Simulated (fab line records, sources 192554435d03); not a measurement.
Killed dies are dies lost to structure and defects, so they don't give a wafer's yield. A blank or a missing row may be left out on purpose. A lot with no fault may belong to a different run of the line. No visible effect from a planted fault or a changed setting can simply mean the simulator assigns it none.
Matching of chambers -- flow n5Finfet -- N5_BEOL_M5_DESCUM_33 on rieDiel-06: 4 sister chambers
The step chemistry O2, time 7 s. 4 wafers are shown with their chamber, then 12 later ones without.

== WAFERS PAIRED WITH THEIR CHAMBERS ==
wafer,chamber,drypumpMotorCurrentA (A)
L085.4,0,5.82
L091.4,1,5.91
L091.5,3,5.79
L091.6,2,5.52

== WAFERS WITHOUT THEIR CHAMBER ==
wafer,drypumpMotorCurrentA (A)
L094.1,5.51
L094.2,5.85
L094.3,5.88
L094.4,5.80
L094.5,5.89
L094.6,5.51
L097.1,5.76
L097.2,5.89
L097.3,5.54
L097.4,5.82
L097.5,5.83
L097.6,5.91

== THE CHAMBER EACH PASSED THROUGH ==
wafer,from the rows above,in truth
L094.1,2,2
L094.2,can't be placed: 0 or 3 or 1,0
L094.3,can't be placed: 1 or 0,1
L094.4,can't be placed: 3 or 0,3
L094.5,1,1
L094.6,2,2
L097.1,can't be placed: 3 or 0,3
L097.2,1,1
L097.3,2,2
L097.4,can't be placed: 0 or 3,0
L097.5,can't be placed: 0 or 3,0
L097.6,1,1
Correct placement for 6 of the 12. Cannot be placed on the basis of these rows: 6; the candidates contain the true chamber in 6. 0 placed wrongly.
How it was worked out, from the rows above alone: a wafer's distance from a chamber is the root of the sum, over the readings, of the square of ((its reading less the chamber's mean) divided by the reading's scatter). The wafer belongs to the nearest chamber; if the next one is less than 2 further off, it can't be placed. The mean given for a chamber averages the wafers shown for that chamber. The scatter (one wafer shown for each chamber): square how far every hidden wafer sits from the nearest shown wafer, average those squares and take the square root.
